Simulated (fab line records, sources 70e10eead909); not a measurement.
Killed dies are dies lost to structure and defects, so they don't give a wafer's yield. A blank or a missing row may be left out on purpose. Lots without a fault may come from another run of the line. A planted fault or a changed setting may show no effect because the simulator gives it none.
A struck lot beside a sound one | flow nand_harc | 34 steps out of a route of 1159
Sound: wafers L111.1, L111.2, L111.4. Struck: wafers L999.3, L999.4, L999.6. The cause comes at the end.
At each step with rows: each side's tool, then ch and its chambers, then its first start. Under that, the readings that differ: sound wafers | struck wafers | difference of the means | sigmas: that difference in standard deviations of wafers without a fault.
alike: readings whose means differ by less than 2 such deviations, and words and numbers that are the same on both sides. not compared: withheld readings, readings that some wafer has no value for, bounds like >300 that may hide the same value, and numbers for which the record gives no deviation and whose values overlap.
The two part at a step that has a row with sigmas, a row that says differs or no value, or rows on one side only. Numbers that don't overlap but have no deviation are shown without sigmas and don't part them. A reading that every wafer of one side lacks parts them only if that side has two wafers or more.

first, 1 step without rows for these wafers: NHARC_P_GATE_DEVELOP_90 (time 70 s).
NHARC_P_GATE_CD_MEAS_91: target cd 2000 nm.
  sound on cd_sem-03 ch 0, day 10 15:43; struck on cd_sem-02 ch 0, day 7 21:10
  alike: cd_nm
then, 3 steps without rows for these wafers: NHARC_P_GATE_HARDBAKE_92 (time 80 s); NHARC_P_GATE_DESCUM_93 (chemistry O2, time 3 s); NHARC_P_GATE_IMPLANT_94.
NHARC_P_GATE_STRIP_113: strips in N2/H2, time 740 s.
  sound on plasma_asher-02 ch 0,1, day 10 16:24; struck on plasma_asher-02 ch 0,1, day 7 22:13
  alike: drypump_motor_current_A, heater_power_w
  not compared: rf_hours_counter_h
then, 2 steps without rows for these wafers: NHARC_P_GATE_STRIP_95 (strips in O2); NHARC_P_GATE_STRIP_96 (strips in SPM, time 900 s).
NHARC_P_GATE_RTA_64: time 1 s.
  sound on rtp_anneal-02 ch 0, day 10 17:41; struck on rtp_anneal-02 ch 0, day 7 23:19
  alike: lamp_power_pct, wafer_temp_C_max
then, 1 step without rows for these wafers: NHARC_P_GATE_ETCH_77 (etches SiO2 in dHF, target depth 6 nm).
NHARC_P_GATE_DEGAS_109: time 60 s.
  sound on pvd_sputter-01, day 10 17:59; struck on pvd_sputter-03, day 7 23:34
  alike: heater_power_w
then, 1 step without rows for these wafers: NHARC_P_GATE_PRE_CLEAN_110 (time 30 s).
NHARC_P_GATE_SPUTTER_78: material Ni, target thk 10 nm.
  sound on pvd_sputter-01, day 10 18:05; struck on pvd_sputter-03, day 7 23:46
then, 1 step without rows for these wafers: NHARC_P_GATE_SPUTTER_79 (material TiN, target thk 10 nm).
NHARC_P_GATE_RTA_80: time 30 s.
  sound on rtp_anneal-01 ch 0, day 10 18:29; struck on rtp_anneal-01 ch 0, day 8 00:25
  alike: wafer_temp_C_max
then, 1 step without rows for these wafers: NHARC_P_GATE_STRIP_67 (strips in SPM, time 600 s).
NHARC_P_GATE_RTA_82: time 30 s.
  sound on rtp_anneal-01 ch 0, day 10 18:58; struck on rtp_anneal-01 ch 0, day 8 00:53
  alike: lamp_power_pct, wafer_temp_C_max
NHARC_P_GATE_INSPECT_68:
  sound on defect_inspect-02, day 10 19:10; struck on defect_inspect-01, day 8 01:11
  reading          | sound       | struck      | difference | sigmas
  raw_defect_count | 265 322 284 | 854 681 718 | +461       | +6
  not compared: hold
then, 13 steps without rows for these wafers: NHARC_P_CONTACT_DEP_00 (deposits SiO2, target thk 500 nm); NHARC_P_CONTACT_CMP_01 (polishes SiO2, target thk 200 nm); NHARC_P_CONTACT_SRD_03; NHARC_P_CONTACT_DEHYDRATE_04 (time 120 s); NHARC_P_CONTACT_HMDS_05 (time 30 s); NHARC_P_CONTACT_COAT_33 (time 75 s); NHARC_P_CONTACT_COAT_34 (time 65 s); NHARC_P_CONTACT_COAT_06 (resist thk 90 nm); NHARC_P_CONTACT_SOFTBAKE_07 (time 55 s); NHARC_P_CONTACT_EBR_08; NHARC_P_CONTACT_EXPOSE_09 (exposes mask P CA, target cd 90 nm); NHARC_P_CONTACT_PEB_10 (peb time 65 s); NHARC_P_CONTACT_DEVELOP_11 (develop time 35 s).
NHARC_P_CONTACT_CD_MEAS_12: target cd 90 nm.
  sound on cd_sem-02 ch 0, day 10 20:47; struck on cd_sem-03 ch 0, day 8 06:38
  alike: cd_nm
NHARC_P_CONTACT_OVL_MEAS_13:
  sound on overlay-02, day 10 20:52; struck on overlay-01, day 8 06:43
  reading           | sound          | struck      | difference | sigmas
  overlay_x_nm (nm) | -0.3 -0.3 -0.3 | 1.4 1.3 0.9 | +1.5       | +2
  alike: overlay_y_nm
then, 1 step without rows for these wafers: NHARC_END_SORT_01.

WHERE THEY PART
First at NHARC_P_GATE_INSPECT_68; last, within this record, at NHARC_P_CONTACT_OVL_MEAS_13.

WHY: what the simulator had put in
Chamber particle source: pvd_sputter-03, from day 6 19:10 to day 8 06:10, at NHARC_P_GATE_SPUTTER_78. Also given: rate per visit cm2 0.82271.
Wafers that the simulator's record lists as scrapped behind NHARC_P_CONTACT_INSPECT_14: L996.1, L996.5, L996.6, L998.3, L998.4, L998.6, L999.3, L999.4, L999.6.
